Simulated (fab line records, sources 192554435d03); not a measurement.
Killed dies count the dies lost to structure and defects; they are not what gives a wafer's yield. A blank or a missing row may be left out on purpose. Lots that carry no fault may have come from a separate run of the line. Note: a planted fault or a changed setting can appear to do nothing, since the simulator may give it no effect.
Chamber matching -- flow n5-finfet -- rie-diel-01 running N5_BEOL_M5_DESCUM_16: 4 sister chambers
The step chemistry O2, time 7 s. 8 wafers are shown with their chamber, then 9 later ones without.

## EACH WAFER AND ITS CHAMBER
wafer,chamber,drypump-motor-current-A (A),showerhead-plenum-p-Torr (Torr)
L077.3,3,5.6,2.17
L082.2,1,5.8,2.03
L082.3,0,5.0,2.06
L082.6,0,4.9,2.06
L085.3,1,5.8,2.02
L088.2,2,5.2,2.01
L088.5,3,5.6,2.16
L088.6,2,5.2,2.01

## WAFERS WITHOUT THEIR CHAMBER
wafer,drypump-motor-current-A (A),showerhead-plenum-p-Torr (Torr)
L091.2,5.6,2.16
L091.5,5.8,2.02
L091.6,5.2,2.01
L096.3,4.9,2.05
L096.4,4.9,2.05
L096.6,5.2,2.01
L097.2,5.0,2.05
L097.3,5.6,2.16
L097.5,5.0,2.05

## WHICH CHAMBER EACH WENT THROUGH
wafer,from the rows above,in truth
L091.2,3,3
L091.5,1,1
L091.6,2,2
L096.3,0,0
L096.4,0,0
L096.6,2,2
L097.2,0,0
L097.3,3,3
L097.5,0,0
Placed correctly: 9 of 9. Can't be placed from these rows: 0. Number placed wrongly: 0.
How it was worked out, from the rows above alone: a wafer's distance from a chamber is the root of the sum, over the readings, of the square of ((its reading less the chamber's mean) divided by the reading's scatter). The wafer belongs to the nearest chamber; if the next one is less than 2 further off, it can't be placed. Each chamber's mean is taken over the wafers shown for it. How the scatter is found: for the shown wafers, subtract from each reading the mean of its chamber, square and add these, divide the total by (wafers less chambers), then take the root.
